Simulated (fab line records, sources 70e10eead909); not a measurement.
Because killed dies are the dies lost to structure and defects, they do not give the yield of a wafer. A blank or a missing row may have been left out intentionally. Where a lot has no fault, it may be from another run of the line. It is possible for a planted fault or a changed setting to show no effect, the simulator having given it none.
The same fault as seen by 2 desks    flow nand-harc    only its own numbers are on each desk; what lay behind them is given at the end

METROLOGY DESK
Means of the sampled wafers that have a number, per lot and without regard to the tool the lot ran on: this is what the gauges read. Any lot whose mean is over 4 standard deviations away from the usual mean is out of limits and marked OUT; that distance is given in the brackets.
Columns: A = trench-depth-nm at NHARC_P_STI_OCD_MEAS_17, usual 301 nm; B = trench-foot-cd-nm at NHARC_P_STI_OCD_MEAS_17, usual 157.6 nm; C = cd-nm at NHARC_P_GATE_CD_MEAS_26, usual 120.3 nm; D = cd-nm at NHARC_P_GATE_CD_MEAS_46, usual 719.8 nm
lot   first seen here  A    B      C      D
L464  day 2 21:10      298  159.8  119.7  719.8
L466  day 3 17:23      302  160.4  120.3  721.0
L467  day 4 03:59      300  157.6  119.8  719.7
L470  day 5 11:02      303  157.4  120.0  718.0
L474  day 7 04:29      303  160.8  119.8  717.5
L475  day 7 12:08      300  159.2  120.3  718.6
L476  day 7 20:49      302  156.6  120.1  719.3
L477  day 8 05:27      302  155.5  119.7  719.3
L478  day 8 17:05      307  157.0  122.1  718.3
L480  day 9 13:12      300  156.6  120.3  720.1
L482  day 10 09:25     304  156.5  119.9  720.2
L483  day 10 18:05     296  157.7  120.7  719.6
Finding of this desk: none of the 12 lots has anything out of limits.

DESK OF THE TOOL OWNER: litho-track-01
The tool's own readings at NHARC_P_GATE_PEB_24 (peb time 65 s): means of the sampled wafers that have a number, for each lot that ran on this tool. Any lot whose mean is over 4 standard deviations away from the usual mean is out of limits and marked OUT; that distance is given in the brackets.
Columns: A = heater-power-total-W at NHARC_P_GATE_PEB_24, usual 156.6 W; B = plate-temp-C at NHARC_P_GATE_PEB_24, usual 100.00 C
lot   first seen here  A                B
L464  day 4 22:35      156.6            100.24
L466  day 5 20:32      156.2            100.03
L476  day 9 23:42      156.4            99.92
L477  day 10 09:27     156.9            100.14
L478  day 11 02:10     162.8 (+15) OUT  99.94
Finding of this desk: L478 out of limits; the first was L478 at day 11 02:10, on heater-power-total-W at NHARC_P_GATE_PEB_24. L464, L466, L476, L477 stayed within limits.

PUT TOGETHER
At day 11 02:10, on L478, the tool owner's desk was in a position to raise an alarm.
Nothing out of limits was seen by the metrology desk.
The metrology desk holds a record of L478, inside its limits.
NHARC_P_GATE_PEB_24 was run on litho-track-01 by each of the lots named.

WHAT HAD BEEN PUT IN BY THE SIMULATOR
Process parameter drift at NHARC_P_GATE_PEB_24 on litho-track-01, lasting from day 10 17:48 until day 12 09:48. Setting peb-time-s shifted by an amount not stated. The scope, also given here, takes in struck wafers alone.
Struck lots among those shown: L478.
How many hours passed from the start of the fault until each desk's first out-of-limits reading: the tool owner's desk, 8.
